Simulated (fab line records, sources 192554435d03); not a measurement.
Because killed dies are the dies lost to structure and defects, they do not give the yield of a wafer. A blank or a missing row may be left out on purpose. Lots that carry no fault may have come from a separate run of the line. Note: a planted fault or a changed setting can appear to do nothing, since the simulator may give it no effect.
fab line records ; flow n5-finfet
record: lots: 10; wafers: 30; last-day: 18
route steps=1938 shown BEOL_M9@1469 BEOL_M10@1472 PASSIVATION@1936
lots with no fault: from the same line, run without faults
start-h: hours from the record's opening day to when the first of the lot's shown wafers began ; wait-h: hours since the lot's step before ; " as in the row above ; L1.1+2: a single row standing in for several wafers ; - no value, or no start was given ; * or withheld: withheld ; < > ~ a bound
route shown NAME@n: a module of which the file shows steps, and the number in the route of the first ; usual: mean/standard deviation taken from wafers without a fault ; same: alike in all rows ; chamber/n: place in a boat ; sites: each site's reading ; _std_site: standard deviation across them ; _edge_site: mean of outer sites minus mean of inner sites ; radius-mm: how far each site lies from the wafer's centre ; mask NAME#n: copy n ; behind: the tool/chamber that last shaped the wafer ; hold: why the lot went on hold/how many hours it stayed there/how the hold came to an end ; device: the transistor (n, p or np) that didn't switch ; end of line: at the end of the route, the tests of the same wafers ; where a step has no rows: the recipe by itself ; killed: not the wafer's yield, but the dies lost to structure and defects at the first sort ; map: a wafer's dies, marking killed ones x, the rest . and places with no die _
set.NAME: the run value of the setting; set.NAME@STEP: its run value at that earlier step ; model.NAME: the simulator's own value behind a step, which no gauge read
the route's steps for a sample of lots (tables are steps, rows are wafers)
services: the hour from which a tool's chamber was out of use, counted from the record's first day as start-h (under 0 if before that day), plus the number of hours and why
== steps ==
step: N5_BEOL_M9_INSPECT_58
recipe: inspect-instrument: darkfield; mode: post-dep
usual: raw-defect-count: 73/24
lot.wafer;tool;chamber;start-h;wait-h;raw-defect-count
L894.3;defect-inspect-01;-;210.89;0.0;71
L894.4;defect-inspect-01;-;210.89;0.0;100
L894.5;defect-inspect-01;-;210.89;0.0;89
L895.2;defect-inspect-01;-;216.05;0.0;49
L895.5;defect-inspect-01;-;216.05;0.0;90
L895.6;defect-inspect-01;-;216.05;0.0;77
L899.3;defect-inspect-02;-;255.92;0.0;48
L899.4;defect-inspect-02;-;255.92;0.0;47
L899.6;defect-inspect-02;-;255.92;0.0;60
L902.2;defect-inspect-02;-;258.42;0.0;69
L902.3;defect-inspect-02;-;258.42;0.0;52
L902.6;defect-inspect-02;-;258.42;0.0;65
L905.1;defect-inspect-02;-;293.30;0.0;90
L905.4;defect-inspect-02;-;293.30;0.0;85
L905.6;defect-inspect-02;-;293.30;0.0;91
L906.1;defect-inspect-01;-;300.88;0.0;52
L906.3;defect-inspect-01;-;300.88;0.0;50
L906.5;defect-inspect-01;-;300.88;0.0;79
L907.1;defect-inspect-02;-;307.79;0.0;75
L907.4;defect-inspect-02;-;307.79;0.0;51
L907.5;defect-inspect-02;-;307.79;0.0;57
L909.1;defect-inspect-02;-;320.18;0.0;133
L909.4;defect-inspect-02;-;320.18;0.0;82
L909.5;defect-inspect-02;-;320.18;0.0;73
L916.1;defect-inspect-02;-;365.87;0.0;87
L916.3;defect-inspect-02;-;365.87;0.0;59
L916.5;defect-inspect-02;-;365.87;0.0;107
L917.1;defect-inspect-02;-;368.54;0.0;52
L917.3;defect-inspect-02;-;368.54;0.0;70
L917.5;defect-inspect-02;-;368.54;0.0;39
step: N5_BEOL_M10_THK_MEAS_01
recipe: reads: SiCOH_lowk_of_BEOL_M10_ILD_DEP_00
usual: M10_ILD_THK: 268/3.9
lot.wafer;tool;chamber;start-h;wait-h;M10_ILD_THK[nm]
L894.3;film-metro-02;-;212.00;0.5;270
L894.4;film-metro-02;-;212.00;0.5;271
L894.5;film-metro-02;-;212.00;0.5;276
L895.2;film-metro-01;-;217.16;0.7;269
L895.5;film-metro-01;-;217.16;0.7;273
L895.6;film-metro-01;-;217.16;0.7;273
L899.3;film-metro-01;-;256.55;0.3;266
L899.4;film-metro-01;-;256.55;0.3;270
L899.6;film-metro-01;-;256.55;0.3;270
L902.2;film-metro-02;-;259.05;0.4;265
L902.3;film-metro-02;-;259.05;0.4;268
L902.6;film-metro-02;-;259.05;0.4;274
L905.1;film-metro-01;-;293.96;0.4;263
L905.4;film-metro-01;-;293.96;0.4;269
L905.6;film-metro-01;-;293.96;0.4;266
L906.1;film-metro-01;-;301.54;0.4;272
L906.3;film-metro-01;-;301.54;0.4;270
L906.5;film-metro-01;-;301.54;0.4;276
L907.1;film-metro-01;-;308.45;0.4;269
L907.4;film-metro-01;-;308.45;0.4;271
L907.5;film-metro-01;-;308.45;0.4;273
L909.1;film-metro-01;-;320.82;0.4;265
L909.4;film-metro-01;-;320.82;0.4;265
L909.5;film-metro-01;-;320.82;0.4;271
L916.1;film-metro-01;-;366.50;0.4;265
L916.3;film-metro-01;-;366.50;0.4;265
L916.5;film-metro-01;-;366.50;0.4;273
L917.1;film-metro-01;-;369.17;0.4;271
L917.3;film-metro-01;-;369.17;0.4;264
L917.5;film-metro-01;-;369.17;0.4;268
step: N5_BEOL_M10_PECVD_70
recipe: material: SiO2; target-thk-a: 200; temp-c: 400; precursor: TEOS/O2; pressure-torr: 5.5; rf-w: 450; teos-flow-sccm: 53.8; gas: O2; flow-sccm: 3000; time-s: 22.7
usual: heater-power-w: 730/100; rf-fwd-power-W: 445.7/2.1; showerhead-plenum-p-Torr: 8.78/0.046; throttle-valve-pct: 21.8/1
lot.wafer;tool;chamber;start-h;wait-h;heater-power-w;rf-fwd-power-W;showerhead-plenum-p-Torr;throttle-valve-pct
L894.3;pecvd-03;0;212.03;0.0;725;443.9;8.76;21.5
L894.4;pecvd-03;2;212.03;0.0;663;445.1;8.85;22.7
L894.5;pecvd-03;0;212.03;0.0;705;443.0;8.78;21.2
L895.2;pecvd-03;0;217.20;0.0;770;444.1;8.75;21.2
L895.5;pecvd-03;2;217.20;0.0;650;444.8;8.90;22.5
L895.6;pecvd-03;0;217.20;0.0;754;444.3;8.74;21.4
L899.3;pecvd-04;2;256.58;0.0;762;445.5;8.73;20.1
L899.4;pecvd-04;1;256.58;0.0;669;445.1;8.81;22.0
L899.6;pecvd-04;2;256.58;0.0;772;444.8;8.77;20.3
L902.2;pecvd-04;1;259.08;0.0;693;445.2;8.77;21.7
L902.3;pecvd-04;0;259.08;0.0;886;446.5;8.75;21.2
L902.6;pecvd-04;2;259.08;0.0;667;444.2;8.72;20.3
L905.1;pecvd-04;2;294.00;0.0;774;445.5;8.78;20.5
L905.4;pecvd-04;0;294.00;0.0;921;445.7;8.74;21.1
L905.6;pecvd-04;1;294.00;0.0;556;444.8;8.79;21.7
L906.1;pecvd-03;0;301.58;0.0;659;447.0;8.75;21.3
L906.3;pecvd-03;2;301.58;0.0;593;446.7;8.88;23.2
L906.5;pecvd-03;1;301.58;0.0;681;449.9;8.70;24.2
L907.1;pecvd-02;2;308.48;0.0;790;445.8;8.78;21.9
L907.4;pecvd-02;1;308.48;0.0;773;443.5;8.80;21.2
L907.5;pecvd-02;2;308.48;0.0;787;444.8;8.79;21.9
L909.1;pecvd-02;1;320.86;0.0;626;443.6;8.79;21.1
L909.4;pecvd-02;0;320.86;0.0;640;447.5;8.75;21.8
L909.5;pecvd-02;1;320.86;0.0;633;443.4;8.78;21.1
L916.1;pecvd-04;2;366.53;0.0;687;445.3;8.78;20.7
L916.3;pecvd-04;1;366.53;0.0;560;445.8;8.80;22.0
L916.5;pecvd-04;0;366.53;0.0;887;445.3;8.77;21.4
L917.1;pecvd-04;1;369.21;0.0;672;445.4;8.78;21.8
L917.3;pecvd-04;2;369.21;0.0;796;445.3;8.74;20.6
L917.5;pecvd-04;1;369.21;0.0;673;443.2;8.81;21.9
step: N5_BEOL_M10_INSPECT_13
recipe: mode: adi; inspect-instrument: brightfield
usual: raw-defect-count: 417/110
lot.wafer;tool;chamber;start-h;wait-h;raw-defect-count
L894.3;defect-inspect-02;-;213.81;0.0;420
L894.4;defect-inspect-02;-;213.81;0.0;529
L894.5;defect-inspect-02;-;213.81;0.0;360
L895.2;defect-inspect-02;-;220.07;0.0;238
L895.5;defect-inspect-02;-;220.07;0.0;355
L895.6;defect-inspect-02;-;220.07;0.0;329
L899.3;defect-inspect-01;-;257.93;0.0;377
L899.4;defect-inspect-01;-;257.93;0.0;518
L899.6;defect-inspect-01;-;257.93;0.0;525
L902.2;defect-inspect-01;-;261.39;0.0;421
L902.3;defect-inspect-01;-;261.39;0.0;416
L902.6;defect-inspect-01;-;261.39;0.0;1602
L905.1;defect-inspect-02;-;295.18;0.0;1518
L905.4;defect-inspect-02;-;295.18;0.0;388
L905.6;defect-inspect-02;-;295.18;0.0;405
L906.1;defect-inspect-01;-;302.39;0.0;316
L906.3;defect-inspect-01;-;302.39;0.0;250
L906.5;defect-inspect-01;-;302.39;0.0;348
L907.1;defect-inspect-02;-;309.76;0.0;321
L907.4;defect-inspect-02;-;309.76;0.0;407
L907.5;defect-inspect-02;-;309.76;0.0;357
L909.1;defect-inspect-02;-;322.76;0.0;480
L909.4;defect-inspect-02;-;322.76;0.0;353
L909.5;defect-inspect-02;-;322.76;0.0;305
L916.1;defect-inspect-01;-;367.75;0.0;506
L916.3;defect-inspect-01;-;367.75;0.0;365
L916.5;defect-inspect-01;-;367.75;0.0;481
L917.1;defect-inspect-02;-;370.81;0.0;319
L917.3;defect-inspect-02;-;370.81;0.0;434
L917.5;defect-inspect-02;-;370.81;0.0;461
step: N5_BEOL_M10_STRIP_19
recipe: chemistry: O2; power-w: 400; temp-c: 40; pressure-mtorr: 30; rf-frequency-hz: 6e+07; bias-power-w: 0; overash-fraction: 0.2; o2-flow-sccm: 225
usual: drypump-motor-current-A: 5.7/0.44; oes-product-au: 0.79/0.1; rf-vpp-V: 3.7/0.54; showerhead-plenum-p-Torr: 2.11/0.068; throttle-valve-pct: 16.59/0.19
lot.wafer;tool;chamber;start-h;wait-h;drypump-motor-current-A;oes-product-au;rf-hours-counter-h;rf-vpp-V;showerhead-plenum-p-Torr;throttle-valve-pct
L894.3;rie-diel-02;2;214.23;0.1;5.2;0.69;241;3.9;2.17;17.10
L894.4;rie-diel-02;3;214.23;0.1;5.6;0.73;185;3.4;2.09;16.68
L894.5;rie-diel-02;2;214.23;0.1;5.2;0.69;-;4.0;2.17;17.09
L895.2;rie-diel-02;2;221.37;0.1;5.2;0.69;243;2.9;2.17;17.13
L895.5;rie-diel-02;0;221.37;0.1;5.3;0.70;-;3.5;2.00;16.70
L895.6;rie-diel-02;3;221.37;0.1;5.6;0.73;-;3.7;2.08;16.68
L899.3;rie-diel-02;1;258.36;0.1;6.2;0.69;243;4.3;2.14;16.63
L899.4;rie-diel-02;0;258.36;0.1;5.3;0.69;-;3.6;2.00;16.72
L899.6;rie-diel-02;3;258.36;0.1;5.6;0.71;-;3.5;2.08;16.70
L902.2;rie-diel-02;1;262.07;0.3;6.2;0.70;246;2.5;2.14;16.65
L902.3;rie-diel-02;3;262.07;0.3;5.6;0.72;-;3.6;2.08;16.72
L902.6;rie-diel-02;3;262.07;0.3;5.6;0.72;-;3.3;2.08;16.70
L905.1;rie-diel-02;3;295.63;0.1;5.6;0.70;220;3.7;2.07;16.75
L905.4;rie-diel-02;0;295.63;0.1;5.3;0.68;248;4.3;1.99;16.74
L905.6;rie-diel-02;0;295.63;0.1;5.3;0.68;-;3.3;1.99;16.73
L906.1;rie-diel-02;1;302.89;0.2;6.2;0.96;5;3.3;2.13;16.20
L906.3;rie-diel-02;3;302.89;0.2;5.6;0.70;223;3.8;2.07;16.75
L906.5;rie-diel-02;1;302.89;0.2;6.2;0.97;-;3.8;2.13;16.20
L907.1;rie-diel-02;2;310.33;0.2;5.2;0.93;17;4.2;2.16;16.69
L907.4;rie-diel-02;1;310.33;0.2;6.3;0.94;-;3.7;2.13;16.23
L907.5;rie-diel-02;2;310.33;0.2;5.2;0.94;-;3.3;2.16;16.70
L909.1;rie-diel-02;0;323.37;0.3;5.3;0.99;1;3.6;2.26;16.28
L909.4;rie-diel-02;2;323.37;0.3;5.2;0.94;23;3.6;2.16;16.71
L909.5;rie-diel-02;1;323.37;0.3;6.2;0.94;-;3.6;2.13;16.22
L916.1;rie-diel-02;1;368.16;0.1;6.2;0.88;32;4.6;2.12;16.24
L916.3;rie-diel-02;0;368.16;0.1;5.3;0.91;16;4.0;2.25;16.31
L916.5;rie-diel-02;2;368.16;0.1;5.3;0.89;-;3.6;2.15;16.76
L917.1;rie-diel-03;1;371.45;0.2;5.3;0.77;143;3.1;2.10;16.56
L917.3;rie-diel-03;2;371.45;0.2;5.4;0.73;170;3.9;2.08;16.58
L917.5;rie-diel-03;1;371.45;0.2;5.3;0.77;-;3.2;2.10;16.56
step: N5_BEOL_M10_INSPECT_30
recipe: mode: adi; inspect-instrument: brightfield
usual: raw-defect-count: 423/110
lot.wafer;tool;chamber;start-h;wait-h;raw-defect-count
L894.3;defect-inspect-01;-;214.66;0.0;449
L894.4;defect-inspect-01;-;214.66;0.0;599
L894.5;defect-inspect-01;-;214.66;0.0;397
L895.2;defect-inspect-02;-;224.74;0.0;242
L895.5;defect-inspect-02;-;224.74;0.0;348
L895.6;defect-inspect-02;-;224.74;0.0;328
L899.3;defect-inspect-01;-;260.13;0.0;407
L899.4;defect-inspect-01;-;260.13;0.0;524
L899.6;defect-inspect-01;-;260.13;0.0;511
L902.2;defect-inspect-01;-;264.96;0.1;439
L902.3;defect-inspect-01;-;264.96;0.1;424
L902.6;defect-inspect-01;-;264.96;0.1;1571
L905.1;defect-inspect-02;-;297.91;0.0;1521
L905.4;defect-inspect-02;-;297.91;0.0;391
L905.6;defect-inspect-02;-;297.91;0.0;383
L906.1;defect-inspect-02;-;304.93;0.0;289
L906.3;defect-inspect-02;-;304.93;0.0;226
L906.5;defect-inspect-02;-;304.93;0.0;311
L907.1;defect-inspect-02;-;312.05;0.0;330
L907.4;defect-inspect-02;-;312.05;0.0;398
L907.5;defect-inspect-02;-;312.05;0.0;359
L909.1;defect-inspect-02;-;326.68;0.0;491
L909.4;defect-inspect-02;-;326.68;0.0;371
L909.5;defect-inspect-02;-;326.68;0.0;332
L916.1;defect-inspect-01;-;369.88;0.0;493
L916.3;defect-inspect-01;-;369.88;0.0;359
L916.5;defect-inspect-01;-;369.88;0.0;491
L917.1;defect-inspect-02;-;372.61;0.0;318
L917.3;defect-inspect-02;-;372.61;0.0;440
L917.5;defect-inspect-02;-;372.61;0.0;440
step: N5_PASSIVATION_PROBE_49
usual: defect-limited-yield: 90.9/1.4; killed_at_M0_to_M3: 37/12; killed_at_M4_up: 14/5.3; killed-at-contacts: 12/6.2; killed-at-front-end: 41/11; killed-at-other: 3.7/2.9; killed-dies: 107/17; killed-on-rim: 14/4.4; killed-open: 71/12; killed-short: 34/7.9; sort_bin_5_function: 5.3/0.95; sort_bin_6_memory: 3.4/0.7; sort_bin_8_speed: 0.00/0.0099; sort-n-pass: 1073/17; sort-yield-pct: 90.9/1.5
same: gross-dies: 1180; killed-at-back-side: 0; sort_bin_4_leakage[%]: 0
lot.wafer;tool;chamber;start-h;wait-h;defect-limited-yield[%];killed_at_M0_to_M3;killed_at_M4_up;killed-at-contacts;killed-at-front-end;killed-at-other;killed-dies;killed-on-rim;killed-open;killed-short;sort_bin_5_function[%];sort_bin_6_memory[%];sort_bin_8_speed[%];sort-n-pass;sort-yield-pct[%]
L894.3;prober-02;-;272.65;0.1;89.9;36;10;29;42;2;119;17;82;36;6.2;3.6;0;1061;89.9
L894.4;prober-02;-;272.70;0.2;91.9;41;13;10;31;0;95;4;50;41;4.8;3.0;0;1085;91.9
L894.5;prober-02;-;272.75;0.2;91.4;26;8;30;35;2;101;12;74;26;5.1;3.3;0;1079;91.4
L895.2;prober-02;-;277.60;0.1;91.7;41;3;15;32;7;98;14;66;30;4.6;3.6;0;1082;91.7
L895.5;prober-02;-;277.75;0.2;91.3;42;13;4;43;1;103;12;66;33;5.7;2.5;0;1077;91.3
L895.6;prober-02;-;277.80;0.3;91.1;43;7;17;33;5;105;11;68;34;5.3;3.2;0;1075;91.1
L902.2;prober-02;-;325.09;0.1;91.9;37;8;3;48;0;96;9;58;36;4.4;3.5;0;1084;91.9
L902.3;prober-02;-;325.14;0.1;91.0;25;13;21;43;4;106;17;67;35;5.5;3.1;0;1074;91.0
L902.6;prober-02;-;325.29;0.3;83.6;33;102;8;50;1;194;31;67;40;10.2;3.7;0;986;83.6
L905.1;prober-02;-;352.81;0.0;82.7;49;81;23;46;5;204;34;75;47;10.0;3.8;0;976;82.7
L905.4;prober-02;-;352.96;0.2;90.6;43;17;17;32;2;111;7;73;37;5.6;3.6;0;1069;90.6
L905.6;prober-02;-;353.06;0.3;92.6;29;17;7;29;5;87;13;59;25;4.8;2.3;0;1093;92.6
L906.5;prober-01;-;353.56;0.2;90.3;38;20;4;51;1;114;12;90;24;6.0;3.4;0;1066;90.3
killed by level:class
L894.3 MOL_CONTACT_COAG:geometric-particle:open=21 STI_FIN_REVEAL:geometric-particle:open=11 BEOL_M0_SAQP:geometric-particle:open=11 MOL_CONTACT_COAG:geometric-particle:short=8 DUMMY_GATE:geometric-particle:open=6 BEOL_M0_SAQP:geometric-particle:short=6 BEOL_M1:geometric-particle:open=6 BEOL_M2:geometric-particle:open=6
L894.4 BEOL_M0_SAQP:geometric-particle:short=18 BEOL_M0_SAQP:geometric-particle:open=8 STI_FIN_REVEAL:geometric-particle:open=6 DUMMY_GATE:geometric-particle:open=6 MOL_CONTACT_COAG:geometric-particle:open=6 GATE_CUT:geometric-particle:short=5 MOL_CONTACT_COAG:geometric-particle:short=4 BEOL_M2:geometric-particle:open=4
L894.5 MOL_CONTACT_COAG:geometric-particle:open=25 STI_FIN_REVEAL:geometric-particle:open=13 BEOL_M0_SAQP:geometric-particle:short=6 FIN_SAQP:geometric-particle:open=5 MOL_CONTACT_COAG:geometric-particle:short=5 BEOL_M0_SAQP:geometric-particle:open=5 BEOL_M1:geometric-particle:open=4 BEOL_M2:geometric-particle:open=4
L895.2 MOL_CONTACT_COAG:geometric-particle:open=14 FIN_SAQP:geometric-particle:open=9 BEOL_M0_SAQP:geometric-particle:short=9 BEOL_M0_SAQP:geometric-particle:open=8 BEOL_M3:geometric-particle:open=7 DUMMY_GATE:geometric-particle:open=5 BEOL_M2:geometric-particle:open=5 FIN_SAQP:geometric-particle:short=4
L895.5 BEOL_M0_SAQP:geometric-particle:short=14 DUMMY_GATE:geometric-particle:open=8 BEOL_M0_SAQP:geometric-particle:open=8 BEOL_M1:geometric-particle:open=6 BEOL_M4:geometric-particle:open=6 STI_FIN_REVEAL:geometric-particle:open=5 GATE_CUT:geometric-particle:short=4 BEOL_M0:geometric-particle:open=4
L895.6 MOL_CONTACT_COAG:geometric-particle:open=9 BEOL_M1:geometric-particle:open=9 BEOL_M0_SAQP:geometric-particle:open=8 BEOL_M2:geometric-particle:open=8 MOL_CONTACT_COAG:geometric-particle:short=7 FIN_SAQP:geometric-particle:open=6 FIN_SAQP:geometric-particle:short=5 BEOL_M0_SAQP:geometric-particle:short=5
L902.2 FIN_SAQP:geometric-particle:open=18 BEOL_M0_SAQP:geometric-particle:short=12 BEOL_M2:geometric-particle:open=10 STI_FIN_REVEAL:geometric-particle:open=8 BEOL_M0_SAQP:geometric-particle:open=7 GATE_CUT:geometric-particle:short=4 STARTING-WAFER:geometric-particle:short=4 FIN_SAQP:geometric-particle:short=3
L902.3 FIN_SAQP:geometric-particle:short=16 MOL_CONTACT_COAG:geometric-particle:open=16 FIN_SAQP:geometric-particle:open=14 BEOL_M2:geometric-particle:open=7 BEOL_M0_SAQP:geometric-particle:open=6 BEOL_M0_SAQP:geometric-particle:short=6 STI_FIN_REVEAL:geometric-particle:open=5 MOL_CONTACT_COAG:geometric-particle:short=4
L902.6 BEOL_M10:unspecified=84 FIN_SAQP:geometric-particle:short=12 FIN_SAQP:geometric-particle:open=10 STI_FIN_REVEAL:geometric-particle:open=10 BEOL_M0_SAQP:geometric-particle:short=9 MOL_CONTACT_COAG:geometric-particle:open=6 BEOL_M3:geometric-particle:open=6 BEOL_M0_SAQP:geometric-particle:open=5
L905.1 BEOL_M10:unspecified=77 MOL_CONTACT_COAG:geometric-particle:open=18 BEOL_M0_SAQP:geometric-particle:open=13 FIN_SAQP:geometric-particle:short=12 BEOL_M0_SAQP:geometric-particle:short=11 BEOL_M2:geometric-particle:open=10 GATE_CUT:geometric-particle:short=8 BEOL_M3:geometric-particle:open=8
L905.4 MOL_CONTACT_COAG:geometric-particle:open=14 BEOL_M0_SAQP:geometric-particle:short=13 BEOL_M2:geometric-particle:open=8 BEOL_M3:geometric-particle:open=8 FIN_SAQP:geometric-particle:open=7 BEOL_M0_SAQP:geometric-particle:open=7 BEOL_M4:geometric-particle:open=6 STARTING-WAFER:geometric-particle:short=5
L905.6 BEOL_M0_SAQP:geometric-particle:open=8 FIN_SAQP:geometric-particle:open=6 BEOL_M0_SAQP:geometric-particle:short=6 BEOL_M2:geometric-particle:open=5 DUMMY_GATE:geometric-particle:open=4 MOL_CONTACT_COAG:geometric-particle:open=4 BEOL_M4:geometric-particle:open=4 BEOL_M5:geometric-particle:open=4
L906.5 FIN_SAQP:geometric-particle:open=28 BEOL_M1:geometric-particle:open=14 BEOL_M4:geometric-particle:open=13 BEOL_M0_SAQP:geometric-particle:short=5 BEOL_M0:geometric-particle:open=5 BEOL_M2:geometric-particle:open=5 STI_FIN_REVEAL:geometric-particle:open=4 MOL_CONTACT_COAG:geometric-particle:open=4
== services ==
tool;chamber;start-h;hours;kind
rie-diel-03;3;189.80;9.6;repair
rie-diel-03;-;219.02;2.8;pm
pecvd-03;0;227.38;25.5;repair
rie-diel-02;2;241.92;-;clean
rie-diel-02;2;241.92;-;consumable-replace:focus-ring
rie-diel-02;2;241.92;31.1;scheduled-down
rie-diel-02;2;241.92;31.1;vent-cycle
rie-diel-03;0;259.75;6.6;repair
rie-diel-02;0;261.10;2.4;repair
pecvd-02;-;265.94;6.0;pm
rie-diel-02;1;273.09;-;clean
rie-diel-02;1;273.09;-;consumable-replace:focus-ring
rie-diel-02;1;273.09;16.4;scheduled-down
rie-diel-02;1;273.09;16.4;vent-cycle
pecvd-02;-;289.68;2.4;repair
pecvd-04;1;297.75;48.4;repair
rie-diel-02;0;299.92;-;clean
rie-diel-02;0;299.92;-;consumable-replace:focus-ring
rie-diel-03;0;310.73;1.4;repair
rie-diel-03;2;316.71;5.3;repair
pecvd-03;1;321.47;16.8;repair
pecvd-04;2;333.04;2.6;repair
rie-diel-02;-;344.12;2.0;repair
rie-diel-02;0;362.01;4.7;repair
== key ==
first-sign: step: N5_BEOL_M10_INSPECT_13; reading: raw-defect-count; direction: up; sigmas: 11; usual: 417; struck: 1560
effect: step: N5_BEOL_M10_INSPECT_30; reading: raw-defect-count; direction: up; sigmas: 10; usual: 423; struck: 1546
effect: step: N5_PASSIVATION_PROBE_49; reading: killed_at_M4_up; direction: up; sigmas: 15; usual: 14; struck: 92
more-kills-born-at: N5_BEOL_M10_PECVD_70@pecvd-04: 161
met-at N5_BEOL_M10_PECVD_70
struck-lots L902,L905
struck-wafers L902.6,L905.1
not-acting-at N5_BEOL_M9_INSPECT_58,N5_BEOL_M10_THK_MEAS_01,N5_BEOL_M10_STRIP_19
onset-between 256.58 259.08
fault: kind: chamber-particle-source; tool: pecvd-04; chamber: 2; onset-h: 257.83; steps: N5_BEOL_M10_PECVD_70; rate-per-visit-cm2: 1.8102; end-h: 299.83
